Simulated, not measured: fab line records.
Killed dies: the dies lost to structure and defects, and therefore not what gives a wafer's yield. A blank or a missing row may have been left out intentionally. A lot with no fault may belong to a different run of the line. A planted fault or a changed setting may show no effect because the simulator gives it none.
fab line records | flow n5Finfet
record lots=4 | wafers=12 | lastDay=16
route steps=1938 shown MOL_CONTACT_COAG@551 BEOL_M4@1111
lots with no fault: from the same line, run without faults
startH: start of the lot's first displayed wafer, in hours after the record's first day | waitH: hours since the lot's step before | " unchanged from the row above | L1.1+2: several wafers, shown together as one row | - either no value or no given start | * or withheld: withheld | < > ~ a bound
route shown NAME@n: names a module that has steps shown in the file, with the first one's number in the route | usual: mean/standard deviation of fault-free wafers | same: alike in all rows | chamber/n: place in a boat | sites: readings site by site | _std_site: how widely they spread, as a standard deviation | _edge_site: inner sites' mean taken away from outer sites' mean | radiusMm: for every site, how far away it sits from the centre of the wafer | mask NAME#n: copy n | behind: the most recent tool/chamber to have shaped the wafer | hold: reason for holding the lot/hours on hold/outcome of the hold | device: whichever transistor did not switch (one of n, p or np) | end of line: tests run on the same wafers once the route is complete | for a step that has no rows: nothing shown but its recipe | killed: the dies lost at the first sort to structure and to defects; this is not the yield of the wafer | map: dies across one wafer; x = killed, . = not, _ = none there
set.NAME: setting as actually run; set.NAME@STEP: the setting as run at that earlier step | model.NAME: the simulator's own value behind a step, which no gauge read
lots at selected steps of the route; one table per step, one row per wafer
services: a tool's chamber out of use, with start hour (startH, from the record's first day; less than 0 if before it), hours out, and reason
## steps
# step N5_MOL_CONTACT_COAG_SPUTTER_130
# recipe material=Co | targetThkA=475 | tempC=25 | chamberPressurePa=0.5 | powerW=3000
# step N5_MOL_CONTACT_COAG_PRECLEAN_125
# recipe chemistry=DIW | timeS=57.5 | tempC=23
# step N5_MOL_CONTACT_COAG_SRD_126
# recipe dryTimeS=32 | dry=n2Spin | spinRpm=1500
# step N5_MOL_CONTACT_COAG_CMP_23
# recipe stopOn=SiO2 | tOverpolishS=1.5 | postCmpClean=cuAlkaline | downForcePsi=2 | platenRpm=50.289 | padVelocityMS=1.0006 | targetThkNm=0
# step N5_MOL_CONTACT_COAG_WET_ETCH_26
# recipe target=Co | targetDepthNm=13
# step N5_MOL_CONTACT_COAG_WET_ETCH_116
# recipe chemistry=SC1-inhibited | targetDepthNm=4.6 | dry=ipaMarangoni | rinseTimeS=30 | rinseTempC=23
# step N5_MOL_CONTACT_COAG_ALD_27
# recipe material=SiOC | targetThkA=170 | tempC=400 | aldPrecursorFamily=carbosiloxane | aldCoReactant=H2-plasma | pulseTimeS=1.5 | timeS=2720 | purgeTimeS=2 | coReactantPurgeTimeS=2 | aldCycles=340 | pressureTorr=2
# step N5_MOL_CONTACT_COAG_CMP_28
# recipe stopOn=SiNx | tOverpolishS=0.85 | postCmpClean=alkalineBrush | downForcePsi=4.15 | platenRpm=51.8 | padVelocityMS=1.0307 | targetThkNm=14.522
# step N5_MOL_CONTACT_COAG_ALD_123
# recipe material=SiNx | targetThkA=50 | tempC=400 | aldPrecursorFamily=SiH2I2 | aldCoReactant=N2/H2-plasma | pulseTimeS=1 | purgeTimeS=2 | coReactantPurgeTimeS=2 | aldCycles=100 | pressureTorr=2
# step N5_MOL_CONTACT_COAG_PECVD_31
# recipe material=SiO2 | targetThkA=460 | tempC=400 | precursor=TEOS/O2 | pressureTorr=6.5 | rfW=withheld | teosFlowSccm=withheld | gas=O2 | flowSccm=2650 | timeS=8.9
# usual susceptorTempC=400.00/0.24
lot.wafer | tool     | chamber | startH | waitH | sinceWetCleanH | susceptorTempC | model.SiO2_of_MOL_CONTACT_COAG_PECVD_31.thkNm
L582.3    | pecvd-02 | 1       | 117.68 | 0.3   | 1547           | 400.43         | 46.2
L582.4    | "        | 0       | "      | "     | -              | 399.91         | 46.2
L582.6    | "        | 2       | "      | "     | -              | 400.00         | 46.4
L585.1    | pecvd-02 | 2       | 136.93 | 0.3   | 87             | 399.71         | 45.8
L585.2    | "        | 0       | "      | "     | 841            | 430.59         | 37.2
L585.4    | "        | 0       | "      | "     | -              | 430.74         | 37.8
L586.1    | pecvd-02 | 1       | 143.27 | 0.3   | 1572           | 399.68         | 46
L586.5    | "        | 2       | "      | "     | -              | 399.99         | 46.6
L586.6    | "        | 0       | "      | "     | -              | 430.79         | 37.8
L598.2    | pecvd-03 | 1       | 214.01 | 0.3   | 1824           | 400.08         | 46.4
L598.5    | "        | 1       | "      | "     | -              | 400.40         | 47.2
L598.6    | "        | 0       | "      | "     | -              | 399.78         | 46.4
# step N5_MOL_CONTACT_COAG_COAT_75
# recipe resist=SOC | tempC=250 | timeS=60 | spinRpm=1500 | resistThkNm=60
# step N5_MOL_CONTACT_COAG_COAT_76
# recipe resist=SiARC | tempC=220 | timeS=60 | spinRpm=1500 | resistThkNm=10
# step N5_MOL_CONTACT_COAG_COAT_77
# recipe resist=underlayer | tempC=205 | timeS=60 | spinRpm=1500 | resistThkNm=10
# step N5_MOL_CONTACT_COAG_COAT_78
# recipe resist=CAR-EUV | spinRpm=1500 | resistThkNm=40
# step N5_MOL_CONTACT_COAG_EBR_80
# recipe solvent=PGMEA | ebrWidthMm=1.5
# step N5_MOL_CONTACT_COAG_SOFTBAKE_79
# recipe tempC=110 | timeS=60 | resist=CAR-EUV
# step N5_MOL_CONTACT_COAG_EXPOSE_81
# recipe maskId=VG | na=0.33 | sourceShape=annular | sigmaInner=0.3 | sigmaOuter=0.7 | polarization=unpolarized | defocusNm=0 | doseMj=59.5
# step N5_MOL_CONTACT_COAG_PEB_82
# recipe pebTempC=100 | pebTimeS=60 | resist=CAR-EUV
# step N5_MOL_CONTACT_COAG_DEVELOP_83
# recipe developTimeS=30 | developer=TMAH | resist=CAR-EUV | rinseLiquid=surfactantRinse | dry=airSpin | devTempC=23
# step N5_MOL_CONTACT_COAG_DESCUM_88
# recipe chemistry=O2 | timeS=7 | sourcePowerW=50 | biasPowerW=20 | pressureMtorr=20 | rfFrequencyHz=2.712e+07 | tempC=40 | resist=CAR-EUV | o2FlowSccm=225
# step N5_MOL_CONTACT_COAG_ETCH_89
# recipe chemistry=N2/H2 | target=underlayer | targetDepthA=130 | maskMaterial=CAR-EUV | timeS=10.4 | ionEnergyEv=200 | pressureMtorr=30 | sourceW=840 | biasW=150 | n2FlowSccm=200 | h2FlowSccm=200 | ends=cleared
# step N5_MOL_CONTACT_COAG_ETCH_90
# recipe chemistry=CF4 | target=SiARC | targetDepthA=130 | maskMaterial=CAR-EUV | timeS=21.7 | ionEnergyEv=80 | pressureMtorr=40 | sourceW=545 | biasW=36 | Ar_flow_sccm=100 | cf4FlowSccm=100 | ends=cleared
# step N5_MOL_CONTACT_COAG_ALD_131
# recipe material=SiO2 | targetThkA=50 | tempC=100 | aldPrecursorFamily=BDEAS | aldCoReactant=O2-plasma | pulseTimeS=1 | coReactantPulseTimeS=1 | purgeTimeS=2 | coReactantPurgeTimeS=2 | aldCycles=35 | pressureTorr=2
# step N5_MOL_CONTACT_COAG_ETCHBACK_132
# recipe chemistry=CHF3 | target=SiO2 | targetDepthA=100 | timeS=6.7 | ionEnergyEv=200 | pressureMtorr=30 | sourceW=610 | biasW=170 | Ar_flow_sccm=200 | CHF3_flow_sccm=50
# step N5_MOL_CONTACT_COAG_ETCH_91
# recipe chemistry=N2/H2 | target=SOC | targetDepthA=600 | overetchA=210 | maskMaterial=SiARC | tempC=40 | timeS=101.2 | ionEnergyEv=200 | pressureMtorr=30 | sourceW=840 | biasW=150 | n2FlowSccm=200 | h2FlowSccm=200
# step N5_MOL_CONTACT_COAG_STRIP_92
# recipe chemistry=N2/H2 | tempC=40 | n2FlowSccm=200 | h2FlowSccm=200 | rfFrequencyHz=6e+07
# step N5_MOL_CONTACT_COAG_STRIP_93
# recipe chemistry=N2/H2 | tempC=40 | n2FlowSccm=200 | h2FlowSccm=200 | rfFrequencyHz=6e+07
# step N5_MOL_CONTACT_COAG_ETCHBACK_135
# recipe chemistry=CHF3 | target=SiO2 | targetDepthA=250 | timeS=16.7 | ionEnergyEv=200 | pressureMtorr=30 | sourceW=610 | biasW=170 | Ar_flow_sccm=200 | CHF3_flow_sccm=50
# step N5_MOL_CONTACT_COAG_STRIP_118
# recipe chemistry=CHF3 | resist=SiARC | rfFrequencyHz=6e+07
# step N5_MOL_CONTACT_COAG_VIA_ETCH_46
# recipe chemistry=C4F6/O2 | targetDepthA=460 | overetchA=92 | maskMaterial=SOC | target=SiO2 | biasW=455 | pressureMtorr=10 | timeS=40 | sourceW=325 | Ar_flow_sccm=300 | C4F6_flow_sccm=10 | O2_flow_sccm=10 | ionEnergyEv=575.3 | ends=endPoint
# usual drypumpMotorCurrentA=5.6/0.48 | oesProductAu=0.72/0.076 | rfVppV=1581/12 | showerheadPlenumPTorr=2.89/0.099 | throttleValvePct=40.96/0.27
lot.wafer | tool       | chamber | startH | waitH | drypumpMotorCurrentA | oesProductAu | rfHoursCounterH | rfVppV | showerheadPlenumPTorr | throttleValvePct | model.etch.depthNm
L582.3    | rieDiel-01 | 1       | 118.73 | 0.0   | 5.7                  | 0.63         | 204             | 1584   | 2.82                  | 41.14            | 46.16
L582.4    | "          | 0       | "      | "     | 6.2                  | 0.64         | 205             | 1571   | 2.83                  | 41.25            | 46.27
L582.6    | "          | 3       | "      | "     | 5.3                  | 0.75         | -               | 1590   | 2.76                  | 40.37            | 46.49
L585.1    | rieDiel-01 | 0       | 137.92 | 0.0   | 6.2                  | 0.63         | 212             | 1570   | 2.82                  | 41.26            | 45.79
L585.2    | "          | 3       | "      | "     | 5.4                  | 0.65         | 83              | 1589   | 2.76                  | 40.30            | 37.15
L585.4    | "          | 1       | "      | "     | 5.7                  | 0.57         | 211             | 1582   | 2.82                  | 41.07            | 37.73
L586.1    | rieDiel-06 | 1       | 144.56 | 0.0   | 6.2                  | 0.79         | 29              | 1572   | 3.02                  | 41.18            | 45.98
L586.5    | "          | 0       | "      | "     | 4.8                  | 0.78         | -               | 1591   | 2.99                  | 40.91            | 46.62
L586.6    | "          | 3       | "      | "     | 5.7                  | 0.56         | -               | 1595   | 2.92                  | 41.24            | 37.73
L598.2    | rieDiel-06 | 2       | 215.21 | 0.0   | 5.8                  | 0.64         | 223             | 1569   | 2.81                  | 40.95            | 46.34
L598.5    | "          | 3       | "      | "     | 5.7                  | 0.62         | -               | 1594   | 2.91                  | 41.36            | 47.11
L598.6    | "          | 2       | "      | "     | 5.8                  | 0.64         | -               | 1570   | 2.81                  | 40.95            | 46.48
# step N5_MOL_CONTACT_COAG_STRIP_96
# recipe chemistry=N2/H2 | powerW=500 | tempC=40 | pressureMtorr=50 | rfFrequencyHz=6e+07 | overashFraction=0.3 | biasPowerW=28 | h2Frac=0.5 | n2FlowSccm=300 | h2FlowSccm=300
# step N5_MOL_CONTACT_COAG_ETCH_47
# recipe chemistry=CH3F/O2 | target=SiNx | targetDepthA=270 | maskMaterial=SiO2 | stopOn=W | overEtchFrac=0.2 | ionEnergyEv=120 | endpoint=OES-CN | pressureMtorr=30 | sourceW=395 | biasW=73 | Ar_flow_sccm=150 | CH3F_flow_sccm=30 | O2_flow_sccm=20 | ends=endPoint
# step N5_MOL_CONTACT_COAG_STRIP_119
# recipe chemistry=N2/H2 | timeS=30 | powerW=1000 | tempC=250 | pressureMtorr=withheld | n2FlowSccm=1750 | h2FlowSccm=3250
# step N5_MOL_CONTACT_COAG_PRECLEAN_144
# recipe chemistry=alkalineClean | tempC=60 | timeS=60 | doPpb=50
# step N5_MOL_CONTACT_COAG_SRD_145
# recipe dry=ipaMarangoni | timeS=30 | tempC=23 | rinseLiquid=diw
# step N5_MOL_CONTACT_COAG_CMP_52
# recipe stopOn=SiO2 | tOverpolishS=1.5 | postCmpClean=wDiluteNh4oh | downForcePsi=4 | platenRpm=50.289 | padVelocityMS=1.0006 | targetThkNm=66.5
# usual motorCurrentA=11.9/1.2 | slurryFilterDpKPa=13.50/0.13
lot.wafer | tool   | chamber | startH | waitH | motorCurrentA | slurryFilterDpKPa | model.SiO2_of_MOL_CONTACT_COAG_PECVD_31.thkNm
L582.3    | cmp-03 | 2       | 121.02 | 0.1   | 11.8          | 13.50             | 44.2
L582.4    | "      | 3       | "      | "     | 15.0          | 13.67             | 44.2
L582.6    | "      | 0       | "      | "     | 13.5          | 13.73             | 44.4
L585.4    | cmp-03 | 3       | 140.37 | 0.0   | 15.2          | 13.42             | 35.6
L585.1    | "      | 0       | "      | "     | 12.4          | 13.55             | 43.8
L585.2    | "      | 1       | "      | "     | 11.0          | 13.38             | 35
L586.1    | cmp-03 | 0       | 147.07 | 0.1   | 12.9          | 13.36             | 44
L586.5    | "      | 2       | "      | "     | 12.4          | 13.51             | 44.6
L586.6    | "      | 3       | "      | "     | 14.3          | 13.45             | 35.6
L598.2    | cmp-03 | 2       | 217.46 | 0.1   | 12.0          | 13.57             | 44.4
L598.6    | "      | 0       | "      | "     | 12.4          | 13.43             | 44.4
L598.5    | "      | 1       | "      | "     | 11.1          | 13.44             | 45
# step N5_MOL_CONTACT_COAG_THK_MEAS_53
# recipe reads=SiO2_of_MOL_CONTACT_COAG_PECVD_31
# usual VIA_MOL_THK=44.2/0.52
lot.wafer | tool         | chamber | startH | waitH | VIA_MOL_THK[nm]
L582.3    | filmMetro-02 | -       | 121.24 | -     | 44.2
L582.4    | "            | -       | "      | "     | 44.2
L582.6    | "            | -       | "      | "     | 44.4
L585.1    | filmMetro-01 | -       | 140.67 | -     | 43.7
L585.2    | "            | -       | "      | "     | 35.1
L585.4    | "            | -       | "      | "     | 35.7
L586.1    | filmMetro-01 | -       | 147.29 | -     | 44.0
L586.5    | "            | -       | "      | "     | 44.6
L586.6    | "            | -       | "      | "     | 35.7
L598.2    | filmMetro-01 | -       | 217.68 | -     | 44.3
L598.5    | "            | -       | "      | "     | 45.1
L598.6    | "            | -       | "      | "     | 44.4
# step N5_BEOL_M4_RC_MEAS_101
# usual DIBL_N=35.7/1.3 | DIBL_P=35.4/1.8 | IOFF_N=0.152/0.027 | IOFF_P=0.20/0.034 | ION_N=672/9.8 | ION_P=461/7.5 | SS_N=71.4/0.55 | SS_P=73.1/0.61 | VT_N=251/3.3 | VT_P=-251/3.6
lot.wafer | tool      | chamber | startH | waitH | DIBL_N[mV/V] | DIBL_P[mV/V] | IOFF_N[nA/um] | IOFF_P[nA/um] | ION_N[uA/um] | ION_P[uA/um] | SS_N[mV/dec] | SS_P[mV/dec] | VT_N[mV] | VT_P[mV]
L582.3    | prober-02 | 0       | 181.50 | 0.3   | 34.6         | 36.3         | 0.165         | 0.19          | 682          | 464          | 71.3         | 73.0         | 250      | -252
L582.4    | "         | 0       | "      | "     | 36.9         | 37.7         | 0.190         | 0.20          | 680          | 456          | 72.2         | 73.9         | 249      | -251
L582.6    | "         | 0       | "      | "     | 34.4         | 35.2         | 0.150         | 0.17          | 677          | 456          | 71.4         | 72.6         | 251      | -254
L585.1    | prober-02 | 0       | 200.27 | 0.0   | 35.6         | 37.1         | 0.164         | 0.24          | 684          | 474          | 70.8         | 73.0         | 247      | -245
L585.2    | "         | 0       | "      | "     | 34.1         | 34.2         | 0.130         | 0.18          | 675          | 462          | 70.5         | 72.3         | 253      | -247
L585.4    | "         | 0       | "      | "     | 34.6         | 35.8         | 0.146         | 0.21          | 675          | 464          | 71.0         | 72.0         | 249      | -247
L586.1    | prober-02 | 0       | 209.67 | 0.0   | 34.2         | 34.1         | 0.131         | 0.17          | 672          | 455          | 71.4         | 72.0         | 252      | -253
L586.5    | "         | 0       | "      | "     | 36.0         | 36.0         | 0.155         | 0.21          | 683          | 469          | 71.6         | 73.5         | 249      | -250
L586.6    | "         | 0       | "      | "     | 35.6         | 35.7         | 0.154         | 0.20          | 672          | 462          | 71.8         | 73.9         | 248      | -250
L598.2    | prober-01 | 0       | 275.59 | 0.2   | 36.0         | 35.4         | 0.157         | 0.20          | 685          | 462          | 71.1         | 72.8         | 249      | -251
L598.5    | "         | 0       | "      | "     | 35.7         | 35.3         | 0.148         | 0.20          | 678          | 469          | 71.1         | 72.9         | 250      | -249
L598.6    | "         | 0       | "      | "     | 36.7         | 36.2         | 0.167         | 0.21          | 680          | 463          | 72.1         | 73.5         | 251      | -251
## services
tool       | chamber | startH | hours | kind
pecvd-02   | 0       | 95.88  | 5.5   | scheduledDown
pecvd-03   | 0       | 143.65 | 5.5   | scheduledDown
rieDiel-06 | 0       | 149.96 | 9.6   | repair
pecvd-03   | -       | 152.71 | 6.0   | pm
cmp-03     | -       | 158.01 | 2.5   | repair
pecvd-02   | 1       | 165.64 | 2.1   | scheduledDown
cmp-03     | -       | 175.35 | 4.0   | pm
cmp-03     | -       | 179.35 | -     | consumableReplace:conditioner
cmp-03     | -       | 179.35 | -     | consumableReplace:pad
rieDiel-06 | -       | 186.01 | 2.8   | pm
rieDiel-06 | 2       | 193.07 | 5.0   | repair
pecvd-03   | 1       | 193.72 | 6.0   | repair
## key
firstSign step=N5_MOL_CONTACT_COAG_PECVD_31 | reading=susceptorTempC | direction=up | sigmas=99+ | usual=* | struck=*
effect step=N5_MOL_CONTACT_COAG_THK_MEAS_53 | reading=VIA_MOL_THK | direction=down | sigmas=17 | usual=44.2 | struck=35.5
modelEffect step=N5_MOL_CONTACT_COAG_PECVD_31 | value=SiO2_of_MOL_CONTACT_COAG_PECVD_31.thkNm | without=46.4 | struck=37.6
modelEffect step=N5_MOL_CONTACT_COAG_VIA_ETCH_46 | value=etch.depthNm | without=46.41 | struck=37.54
modelEffect step=N5_MOL_CONTACT_COAG_CMP_52 | value=SiO2_of_MOL_CONTACT_COAG_PECVD_31.thkNm | without=44.33 | struck=35.4
metAt N5_MOL_CONTACT_COAG_PECVD_31
struckWafers L585.2,L585.4,L586.6
onsetBetween 117.68 136.93
fault kind=processParameterDrift | tool=pecvd-02 | chamber=0 | onsetH=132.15 | steps=N5_MOL_CONTACT_COAG_PECVD_31 | channel=tempC | offset=* | shape=step | endH=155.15 | actsIn=* | stated=*
